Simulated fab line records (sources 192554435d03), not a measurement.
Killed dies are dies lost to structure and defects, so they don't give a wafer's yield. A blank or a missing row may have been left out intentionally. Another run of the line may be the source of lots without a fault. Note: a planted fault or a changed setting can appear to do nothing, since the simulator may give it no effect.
Which of the tools did it? | flow n5-finfet | Sampling: 10 lots, 30 wafers, 5 of 1938 route steps

== WHAT THE GAUGES SHOWED, per wafer ==
N5_SDB_CD_MEAS_11 targets a cd of 50 nm. Usual: cd-nm at 50.1 nm, with a standard deviation of 0.85.
lot  | measured    | on        | cd-nm (nm)     | flag
L608 | day 3 15:02 | cd-sem-01 | 51.2 50.2 50.1 |
L609 | day 3 23:23 | cd-sem-03 | 48.9 50.3 50.2 |
L610 | day 4 07:10 | cd-sem-02 | 50.6 50.5 50.9 |
L614 | day 5 08:02 | cd-sem-01 | 49.6 49.0 50.4 |
L617 | day 6 07:20 | cd-sem-02 | 49.5 48.5 50.2 |
L624 | day 8 02:26 | cd-sem-01 | 50.0 49.8 50.1 |
L625 | day 8 09:43 | cd-sem-01 | 49.9 48.6 48.8 |
L626 | day 8 09:52 | cd-sem-03 | 49.6 50.4 49.9 |
L628 | day 8 23:40 | cd-sem-03 | 48.4 48.5 49.1 |
L631 | day 9 17:25 | cd-sem-01 | 50.6 49.9 50.6 |

N5_SDB_INSPECT_13: inspects for defects (brightfield). Usual: raw-defect-count at 75, with a standard deviation of 33.
lot  | measured    | on                | raw-defect-count | flag
L608 | day 3 15:06 | defect-inspect-01 | 87 118 71        |
L609 | day 3 23:26 | defect-inspect-01 | 136 155 171      |
L610 | day 4 07:13 | defect-inspect-02 | 60 54 76         |
L614 | day 5 08:05 | defect-inspect-01 | 53 135 177       |
L617 | day 6 07:23 | defect-inspect-01 | 86 62 59         |
L624 | day 8 02:29 | defect-inspect-01 | 89 107 120       |
L625 | day 8 09:46 | defect-inspect-01 | 95 94 94         |
L626 | day 8 09:55 | defect-inspect-01 | 65 92 82         |
L628 | day 8 23:43 | defect-inspect-02 | 49 36 38         |
L631 | day 9 17:28 | defect-inspect-01 | 71 93 75         |

N5_BEOL_M4_RC_MEAS_101. Usual: DIBL_N 36.3 mV/V, standard deviation 1.2; DIBL_P 36.7 mV/V, standard deviation 1.5; IOFF_N 0.164 nA/um, standard deviation 0.02; IOFF_P 0.214 nA/um, standard deviation 0.024; ION_N 673 uA/um, standard deviation 8.5; ION_P 461 uA/um, standard deviation 5.9; SS_N 71.6 mV/dec, standard deviation 0.44; SS_P 73.3 mV/dec, standard deviation 0.55; VT_N 249.4 mV, standard deviation 2.4; VT_P -250.0 mV, standard deviation 2.3.
lot  | measured     | on        | DIBL_N (mV/V)  | DIBL_P (mV/V)  | IOFF_N (nA/um)    | IOFF_P (nA/um)    | ION_N (uA/um) | ION_P (uA/um) | SS_N (mV/dec)  | SS_P (mV/dec)  | VT_N (mV)         | VT_P (mV)            | flag
L608 | day 7 14:05  | prober-01 | 36.3 35.6 36.4 | 35.8 34.9 35.2 | 0.162 0.149 0.160 | 0.194 0.182 0.188 | 674 654 655   | 458 449 453   | 71.9 71.7 71.4 | 73.4 73.3 74.0 | 249.4 250.6 249.2 | -251.8 -255.3 -251.0 |
L609 | day 8 04:02  | prober-02 | 36.6 36.5 37.0 | 35.3 34.2 35.8 | 0.157 0.150 0.172 | 0.211 0.201 0.227 | 666 667 672   | 463 459 464   | 71.3 72.1 71.7 | 72.8 73.1 73.0 | 249.4 252.6 248.8 | -248.3 -251.7 -248.0 |
L610 | day 9 02:45  | prober-01 | 35.1 34.0 35.6 | 36.3 34.5 37.5 | 0.140 0.123 0.162 | 0.184 0.166 0.199 | 657 662 678   | 452 454 459   | 71.0 71.6 71.6 | 72.7 72.7 73.4 | 250.2 251.7 249.5 | -253.4 -255.6 -253.3 |
L614 | day 9 11:40  | prober-01 | 36.4 33.3 35.5 | 36.7 33.2 35.5 | 0.144 0.112 0.134 | 0.225 0.173 0.205 | 652 676 669   | 459 465 464   | 70.8 70.8 71.2 | 73.0 71.9 72.8 | 252.7 254.2 252.9 | -248.0 -249.8 -250.0 |
L617 | day 10 16:14 | prober-01 | 36.3 36.8 36.5 | 37.8 38.2 37.6 | 0.171 0.169 0.159 | 0.235 0.243 0.227 | 689 678 676   | 472 466 464   | 71.7 71.7 71.7 | 73.8 72.6 73.7 | 245.1 248.6 250.6 | -249.2 -249.1 -249.4 |
L624 | day 12 05:11 | prober-02 | 36.0 34.2 35.2 | 36.7 33.7 34.7 | 0.159 0.129 0.141 | 0.232 0.190 0.192 | 679 669 663   | 466 463 457   | 72.1 71.5 71.1 | 73.3 72.7 72.7 | 249.3 251.4 250.4 | -248.2 -248.6 -251.4 |
L625 | day 12 18:50 | prober-02 | 35.7 35.6 35.6 | 36.6 36.9 36.2 | 0.176 0.173 0.174 | 0.214 0.209 0.202 | 678 675 682   | 460 461 459   | 71.9 72.3 72.5 | 73.4 73.1 73.6 | 248.0 249.2 247.9 | -253.1 -250.9 -251.1 |
L626 | day 12 16:58 | prober-01 | 33.7 32.4 34.8 | 35.5 33.5 36.5 | 0.131 0.114 0.151 | 0.181 0.160 0.200 | 664 662 660   | 458 455 454   | 71.2 71.1 70.9 | 72.7 72.2 73.3 | 252.4 254.5 249.7 | -252.3 -253.9 -249.8 |
L628 | day 12 22:19 | prober-02 | 38.6 36.9 39.0 | 37.3 36.2 37.4 | 0.201 0.162 0.196 | 0.240 0.213 0.229 | 679 664 666   | 465 454 460   | 71.2 70.9 71.8 | 73.5 73.0 73.7 | 245.6 249.2 246.6 | -246.5 -248.0 -249.1 |
L631 | day 13 19:11 | prober-02 | 36.3 36.1 38.6 | 38.1 38.3 40.1 | 0.159 0.160 0.200 | 0.214 0.214 0.258 | 680 672 682   | 465 465 469   | 71.2 71.2 72.3 | 73.8 73.3 74.7 | 251.0 251.5 247.2 | -251.5 -250.7 -249.7 |

== WHICH TOOL RAN EACH LOT (tool, then ch and the chambers of the sampled wafers, then the start) ==
lot  | N5_SDB_ALD_29                    | N5_SDB_CMP_30
L608 | ald-sin-04 ch 2,3, day 3 16:42   | cmp-02 ch 2,3, day 3 19:31
L609 | ald-sin-04 ch 1,2,3, day 4 02:13 | cmp-03 ch 0,3, day 4 04:59
L610 | ald-sin-04 ch 0,1, day 4 09:21   | cmp-03 ch 1,3, day 4 12:07
L614 | ald-sin-03 ch 1,2,3, day 5 08:55 | cmp-03 ch 0,1, day 5 11:39
L617 | ald-sin-03 ch 0,3, day 6 09:14   | cmp-03 ch 0,1, day 6 11:58
L624 | ald-sin-02 ch 1,2,3, day 8 04:11 | cmp-01 ch 0,1,3, day 8 07:05
L625 | ald-sin-02 ch 1,3, day 8 14:37   | cmp-02 ch 0,2, day 8 17:29
L626 | ald-sin-02 ch 0,1,2, day 8 17:19 | cmp-02 ch 0,2,3, day 8 20:04
L628 | ald-sin-03 ch 0,1,2, day 9 00:58 | cmp-01 ch 1,3, day 9 03:44
L631 | ald-sin-02 ch 0,1,3, day 9 18:20 | cmp-03 ch 1,2,3, day 9 21:04
- N5_SDB_ALD_29: deposits SiNx, target thk 30 nm, pulse time 1 s, ald cycles 600.
- N5_SDB_CMP_30: polishes, stops on poly-Si, t overpolish 1.54 s, target thk 30 nm.

== WHAT THE TOOLS THEMSELVES READ (means of the sampled wafers that have a number; where no wafer has one, the mark that the record gives instead) ==
N5_SDB_ALD_29. Usual: heater-power-w 845 W, standard deviation 71; precursor-pulse-height-rel 0.999, standard deviation 0.018.
lot  | tool       | heater-power-w (W) | precursor-pulse-height-rel | flag
L608 | ald-sin-04 | 769                | 0.984                      |
L609 | ald-sin-04 | 770                | 0.996                      |
L610 | ald-sin-04 | 854                | 0.993                      |
L614 | ald-sin-03 | 820                | 1.009                      |
L617 | ald-sin-03 | 782                | 0.995                      |
L624 | ald-sin-02 | 883                | 1.014                      |
L625 | ald-sin-02 | 927                | 0.985                      |
L626 | ald-sin-02 | 900                | 0.992                      |
L628 | ald-sin-03 | 843                | 0.981                      |
L631 | ald-sin-02 | 928                | 1.019                      |

N5_SDB_CMP_30. Usual: motor-current-A 12.7 A, standard deviation 1.3; overpolish-run-s 1.539 s, standard deviation 0.0081; platen-rpm 51.79 rpm, standard deviation 0.034; time-to-endpoint-s 16.9 s, standard deviation 1.9.
lot  | tool   | motor-current-A (A) | overpolish-run-s (s) | platen-rpm (rpm) | time-to-endpoint-s (s) | flag
L608 | cmp-02 | 13.9                | 1.544                | 51.80            | 17.9                   |
L609 | cmp-03 | 12.8                | 1.539                | 51.86            | 16.1                   |
L610 | cmp-03 | 12.9                | 1.543                | 51.78            | 16.2                   |
L614 | cmp-03 | 12.0                | 1.532                | 53.86            | 17.2                   | OFF
L617 | cmp-03 | 11.6                | 1.549                | 53.89            | 15.3                   | OFF
L624 | cmp-01 | 13.5                | 1.552                | 51.83            | 17.6                   |
L625 | cmp-02 | 11.5                | 1.537                | 51.77            | 21.0                   |
L626 | cmp-02 | 12.6                | 1.541                | 51.81            | 16.9                   |
L628 | cmp-01 | 13.1                | 1.541                | 51.80            | 18.9                   |
L631 | cmp-03 | 11.5                | 1.542                | 51.81            | 16.5                   |

== THE ANSWER, worked out from the rows above alone ==
Rule: lot off if the mean of its wafers having a number is beyond 3 standard deviations from the usual mean. A lot without any number at a reading at which 4 lots or more have one is off too. The other lots that the step has rows for count as sound. The gauges are gone through in route order, then the tools' own readings, and for those a lot's mean is taken as printed above. At the first step where some lot is off, the reading lying furthest off is the one used; lots without a number count as furthest.
Off: L614, L617, at N5_SDB_CMP_30 (platen-rpm).
If a tool, at that step or one of the process steps before it, ran each lot that is off and ran no sound lot following the first of them, it fits. Not one of the candidates tried fits.

== WHAT WAS PUT IN BY THE SIMULATOR ==
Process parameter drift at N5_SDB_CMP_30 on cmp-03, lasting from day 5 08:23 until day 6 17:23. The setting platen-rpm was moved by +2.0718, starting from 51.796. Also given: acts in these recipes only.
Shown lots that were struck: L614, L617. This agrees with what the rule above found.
